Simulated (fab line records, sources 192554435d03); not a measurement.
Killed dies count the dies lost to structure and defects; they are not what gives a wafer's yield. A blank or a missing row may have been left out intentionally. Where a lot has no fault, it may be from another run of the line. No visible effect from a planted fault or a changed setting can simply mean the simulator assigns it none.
Which tool was responsible? :: flow n5-finfet :: 30 wafers from 10 lots sampled at 5 of the route's 1938 steps

WHAT THE GAUGES READ, wafer by wafer
N5_BEOL_M2_CD_MEAS_35: target cd 18 nm, target cd y 22.2 nm. Usual: cd-nm reads 18.1 nm (standard deviation 0.35).
lot: L397
measured: day 6 22:08
on: cd-sem-03
cd-nm (nm): 19.1 18.3 18.4
flag: 

lot: L398
measured: day 7 13:25
on: cd-sem-03
cd-nm (nm): 17.8 18.0 18.4
flag: 

lot: L401
measured: day 8 06:10
on: cd-sem-02
cd-nm (nm): 18.5 18.6 18.7
flag: 

lot: L402
measured: day 8 09:50
on: cd-sem-02
cd-nm (nm): 17.8 18.0 18.3
flag: 

lot: L410
measured: day 10 23:59
on: cd-sem-03
cd-nm (nm): 18.3 18.4 17.8
flag: 

lot: L412
measured: day 11 02:16
on: cd-sem-01
cd-nm (nm): 17.8 17.6 17.6
flag: 

lot: L413
measured: day 11 08:37
on: cd-sem-01
cd-nm (nm): 17.6 18.2 18.0
flag: 

lot: L416
measured: day 12 02:18
on: cd-sem-01
cd-nm (nm): 17.9 17.6 18.0
flag: 

lot: L419
measured: day 12 12:38
on: cd-sem-02
cd-nm (nm): 18.2 18.0 17.3
flag: 

lot: L418
measured: day 12 17:06
on: cd-sem-02
cd-nm (nm): 18.4 18.0 18.3
flag: 

N5_BEOL_M4_RC_MEAS_101. Usual: DIBL_N 35.8 mV/V, standard deviation 1.6; DIBL_P 36.0 mV/V, standard deviation 1.9; IOFF_N 0.151 nA/um, standard deviation 0.029; IOFF_P 0.21 nA/um, standard deviation 0.037; ION_N 673 uA/um, standard deviation 12; ION_P 463 uA/um, standard deviation 7.3; SS_N 71.5 mV/dec, standard deviation 0.58; SS_P 73.2 mV/dec, standard deviation 0.61; VT_N 251 mV, standard deviation 3.3; VT_P -250 mV, standard deviation 3.3.
lot: L397
measured: day 7 23:23
on: prober-01
DIBL_N (mV/V): 34.9 36.3 36.6
DIBL_P (mV/V): 32.7 35.0 35.8
IOFF_N (nA/um): 0.118 0.145 0.162
IOFF_P (nA/um): 0.16 0.19 0.22
ION_N (uA/um): 658 676 675
ION_P (uA/um): 451 466 467
SS_N (mV/dec): 71.1 71.4 71.1
SS_P (mV/dec): 71.6 73.5 73.3
VT_N (mV): 255 252 247
VT_P (mV): -254 -251 -248
flag: 

lot: L398
measured: day 8 18:42
on: prober-01
DIBL_N (mV/V): 36.8 35.3 34.1
DIBL_P (mV/V): 36.7 34.5 33.3
IOFF_N (nA/um): 0.151 0.128 0.108
IOFF_P (nA/um): 0.20 0.17 0.15
ION_N (uA/um): 668 657 652
ION_P (uA/um): 456 457 452
SS_N (mV/dec): 72.1 71.0 71.1
SS_P (mV/dec): 73.5 72.6 72.0
VT_N (mV): 253 254 257
VT_P (mV): -252 -253 -253
flag: 

lot: L401
measured: day 9 14:28
on: prober-01
DIBL_N (mV/V): 34.5 35.4 36.9
DIBL_P (mV/V): 34.6 34.6 37.2
IOFF_N (nA/um): 0.125 0.136 0.161
IOFF_P (nA/um): 0.16 0.17 0.20
ION_N (uA/um): 674 672 676
ION_P (uA/um): 456 459 455
SS_N (mV/dec): 70.6 71.2 71.5
SS_P (mV/dec): 73.4 72.7 73.4
VT_N (mV): 254 253 252
VT_P (mV): -256 -255 -249
flag: 

lot: L402
measured: day 9 13:09
on: prober-02
DIBL_N (mV/V): 36.1 37.2 37.6
DIBL_P (mV/V): 36.8 37.7 38.2
IOFF_N (nA/um): 0.167 0.183 0.205
IOFF_P (nA/um): 0.26 0.29 0.31
ION_N (uA/um): 682 678 691
ION_P (uA/um): 469 469 478
SS_N (mV/dec): 71.8 71.8 72.7
SS_P (mV/dec): 73.0 73.2 73.7
VT_N (mV): 248 248 246
VT_P (mV): -249 -244 -241
flag: 

lot: L410
measured: day 11 21:02
on: prober-02
DIBL_N (mV/V): 38.4 37.6 35.3
DIBL_P (mV/V): 38.4 36.6 34.5
IOFF_N (nA/um): 0.191 0.158 0.130
IOFF_P (nA/um): 0.24 0.20 0.18
ION_N (uA/um): 689 674 651
ION_P (uA/um): 473 455 448
SS_N (mV/dec): 71.1 71.8 71.3
SS_P (mV/dec): 73.7 73.1 73.1
VT_N (mV): 247 251 252
VT_P (mV): -250 -252 -252
flag: 

lot: L412
measured: day 12 14:29
on: prober-02
DIBL_N (mV/V): 35.2 38.9 35.8
DIBL_P (mV/V): 33.6 39.2 35.5
IOFF_N (nA/um): 0.151 0.229 0.163
IOFF_P (nA/um): 0.21 0.31 0.24
ION_N (uA/um): 688 695 678
ION_P (uA/um): 470 476 470
SS_N (mV/dec): 71.8 71.9 72.0
SS_P (mV/dec): 73.0 74.0 73.4
VT_N (mV): 250 244 248
VT_P (mV): -247 -245 -246
flag: 

lot: L413
measured: day 12 13:26
on: prober-01
DIBL_N (mV/V): 33.5 34.4 33.5
DIBL_P (mV/V): 33.6 34.1 32.7
IOFF_N (nA/um): 0.129 0.130 0.115
IOFF_P (nA/um): 0.17 0.18 0.17
ION_N (uA/um): 672 676 656
ION_P (uA/um): 457 465 456
SS_N (mV/dec): 70.5 70.6 70.9
SS_P (mV/dec): 72.7 72.7 72.2
VT_N (mV): 254 253 255
VT_P (mV): -252 -252 -252
flag: 

lot: L416
measured: day 13 10:53
on: prober-01
DIBL_N (mV/V): 34.1 38.7 34.6
DIBL_P (mV/V): 35.2 39.7 37.3
IOFF_N (nA/um): 0.132 0.234 0.162
IOFF_P (nA/um): 0.18 0.26 0.22
ION_N (uA/um): 647 708 687
ION_P (uA/um): 459 469 470
SS_N (mV/dec): 71.3 72.9 72.3
SS_P (mV/dec): 73.8 74.2 73.6
VT_N (mV): 253 244 246
VT_P (mV): -253 -247 -254
flag: 

lot: L419
measured: day 14 02:34
on: prober-01
DIBL_N (mV/V): 34.7 35.3 34.8
DIBL_P (mV/V): 35.1 36.0 35.4
IOFF_N (nA/um): 0.136 0.142 0.128
IOFF_P (nA/um): 0.19 0.21 0.20
ION_N (uA/um): 671 664 660
ION_P (uA/um): 457 459 456
SS_N (mV/dec): 70.9 71.9 71.4
SS_P (mV/dec): 72.2 73.1 72.6
VT_N (mV): 252 252 254
VT_P (mV): -252 -251 -253
flag: 

lot: L418
measured: day 14 02:12
on: prober-02
DIBL_N (mV/V): 38.5 35.4 36.8
DIBL_P (mV/V): 38.6 35.1 37.2
IOFF_N (nA/um): 0.170 0.135 0.166
IOFF_P (nA/um): 0.23 0.19 0.22
ION_N (uA/um): 670 671 679
ION_P (uA/um): 464 456 461
SS_N (mV/dec): 72.0 71.2 71.5
SS_P (mV/dec): 73.9 72.6 73.7
VT_N (mV): 251 250 250
VT_P (mV): -251 -253 -249
flag: 

WHICH TOOL RAN EACH LOT (tool, then ch and the chambers of the sampled wafers, then the start)
lot: L397
N5_BEOL_M2_ALD_84: ald-metal-04 ch 2,3, day 6 22:23
N5_BEOL_M2_SURFACE_TREAT_85: pvd-sputter-03, day 6 22:38
N5_BEOL_M2_SPUTTER_81: pvd-sputter-02, day 6 23:22

lot: L398
N5_BEOL_M2_ALD_84: ald-metal-04 ch 1,2,3, day 7 13:49
N5_BEOL_M2_SURFACE_TREAT_85: pvd-sputter-01, day 7 14:02
N5_BEOL_M2_SPUTTER_81: pvd-sputter-02, day 7 16:23

lot: L401
N5_BEOL_M2_ALD_84: ald-metal-04 ch 0,1,3, day 8 06:49
N5_BEOL_M2_SURFACE_TREAT_85: pvd-sputter-02, day 8 07:02
N5_BEOL_M2_SPUTTER_81: pvd-sputter-03, day 8 07:43

lot: L402
N5_BEOL_M2_ALD_84: ald-metal-01 ch 0,3, day 8 10:21
N5_BEOL_M2_SURFACE_TREAT_85: pvd-sputter-01, day 8 10:36
N5_BEOL_M2_SPUTTER_81: pvd-sputter-03, day 8 11:34

lot: L410
N5_BEOL_M2_ALD_84: ald-metal-01 ch 0,1,2, day 11 01:10
N5_BEOL_M2_SURFACE_TREAT_85: pvd-sputter-02, day 11 01:32
N5_BEOL_M2_SPUTTER_81: pvd-sputter-02, day 11 02:15

lot: L412
N5_BEOL_M2_ALD_84: ald-metal-02 ch 0,1,3, day 11 02:48
N5_BEOL_M2_SURFACE_TREAT_85: pvd-sputter-03, day 11 03:06
N5_BEOL_M2_SPUTTER_81: pvd-sputter-03, day 11 03:56

lot: L413
N5_BEOL_M2_ALD_84: ald-metal-01 ch 0,2,3, day 11 09:12
N5_BEOL_M2_SURFACE_TREAT_85: pvd-sputter-01, day 11 09:32
N5_BEOL_M2_SPUTTER_81: pvd-sputter-03, day 11 12:08

lot: L416
N5_BEOL_M2_ALD_84: ald-metal-02 ch 1,2, day 12 02:37
N5_BEOL_M2_SURFACE_TREAT_85: pvd-sputter-03, day 12 02:55
N5_BEOL_M2_SPUTTER_81: pvd-sputter-02, day 12 05:13

lot: L419
N5_BEOL_M2_ALD_84: ald-metal-04 ch 1,3, day 12 13:10
N5_BEOL_M2_SURFACE_TREAT_85: pvd-sputter-01, day 12 13:28
N5_BEOL_M2_SPUTTER_81: pvd-sputter-01, day 12 15:53

lot: L418
N5_BEOL_M2_ALD_84: ald-metal-01 ch 0,2,3, day 12 18:13
N5_BEOL_M2_SURFACE_TREAT_85: pvd-sputter-02, day 12 18:30
N5_BEOL_M2_SPUTTER_81: pvd-sputter-03, day 12 19:10
- N5_BEOL_M2_ALD_84: deposits TaN, pulse time 2 s, purge time 3 s, co reactant purge time 2 s.
- N5_BEOL_M2_SURFACE_TREAT_85
- N5_BEOL_M2_SPUTTER_81: material Cu, target thk 4.5 nm, time 8.29 s.

AS READ BY THE TOOLS THEMSELVES (means over the sampled wafers that have a number; for cases with no such wafer, the mark the record gives instead)
N5_BEOL_M2_ALD_84. Usual: heater-power-outer-w 215 W, standard deviation 14; heater-power-w 400 W, standard deviation 34; precursor-vessel-temp-c 75.01 C, standard deviation 0.12.
lot: L397
tool: ald-metal-04
heater-power-outer-w (W): 205
heater-power-w (W): 346
precursor-vessel-temp-c (C): 75.12
flag: 

lot: L398
tool: ald-metal-04
heater-power-outer-w (W): 211
heater-power-w (W): 379
precursor-vessel-temp-c (C): 74.97
flag: 

lot: L401
tool: ald-metal-04
heater-power-outer-w (W): 223
heater-power-w (W): 410
precursor-vessel-temp-c (C): 74.99
flag: 

lot: L402
tool: ald-metal-01
heater-power-outer-w (W): 206
heater-power-w (W): 377
precursor-vessel-temp-c (C): 75.08
flag: 

lot: L410
tool: ald-metal-01
heater-power-outer-w (W): 210
heater-power-w (W): 408
precursor-vessel-temp-c (C): 74.94
flag: 

lot: L412
tool: ald-metal-02
heater-power-outer-w (W): 217
heater-power-w (W): 402
precursor-vessel-temp-c (C): 74.97
flag: 

lot: L413
tool: ald-metal-01
heater-power-outer-w (W): 202
heater-power-w (W): 383
precursor-vessel-temp-c (C): 74.98
flag: 

lot: L416
tool: ald-metal-02
heater-power-outer-w (W): 227
heater-power-w (W): 410
precursor-vessel-temp-c (C): 74.94
flag: 

lot: L419
tool: ald-metal-04
heater-power-outer-w (W): 221
heater-power-w (W): 415
precursor-vessel-temp-c (C): 75.07
flag: 

lot: L418
tool: ald-metal-01
heater-power-outer-w (W): 202
heater-power-w (W): 386
precursor-vessel-temp-c (C): 75.02
flag: 

N5_BEOL_M2_SPUTTER_81. Usual: throttle-valve-pct reads 30.0 % (standard deviation 1.2).
lot: L397
tool: pvd-sputter-02
throttle-valve-pct (%): 29.8
flag: 

lot: L398
tool: pvd-sputter-02
throttle-valve-pct (%): 29.5
flag: 

lot: L401
tool: pvd-sputter-03
throttle-valve-pct (%): 28.9
flag: 

lot: L402
tool: pvd-sputter-03
throttle-valve-pct (%): 29.8
flag: 

lot: L410
tool: pvd-sputter-02
throttle-valve-pct (%): 30.5
flag: 

lot: L412
tool: pvd-sputter-03
throttle-valve-pct (%): 30.4
flag: 

lot: L413
tool: pvd-sputter-03
throttle-valve-pct (%): 30.2
flag: 

lot: L416
tool: pvd-sputter-02
throttle-valve-pct (%): 29.7
flag: 

lot: L419
tool: pvd-sputter-01
throttle-valve-pct (%): 29.4
flag: 

lot: L418
tool: pvd-sputter-03
throttle-valve-pct (%): 29.7
flag: 

THE ANSWER, worked out from the rows above alone
Rule: a lot is off if the mean of its wafers that have a number lies more than 3 standard deviations from the usual mean. Also off: a lot with no number at a reading for which 4 or more lots have one. All remaining lots with rows at the step are treated as sound. After the gauges, taken in route order, come the tools' own readings; for these a lot's mean is taken, as printed above. At the first step where some lot is off, the reading lying furthest off is the one used; lots without a number count as furthest.
None of the lots is off at any reading shown; this tells nothing.

WHAT WAS PUT IN BY THE SIMULATOR
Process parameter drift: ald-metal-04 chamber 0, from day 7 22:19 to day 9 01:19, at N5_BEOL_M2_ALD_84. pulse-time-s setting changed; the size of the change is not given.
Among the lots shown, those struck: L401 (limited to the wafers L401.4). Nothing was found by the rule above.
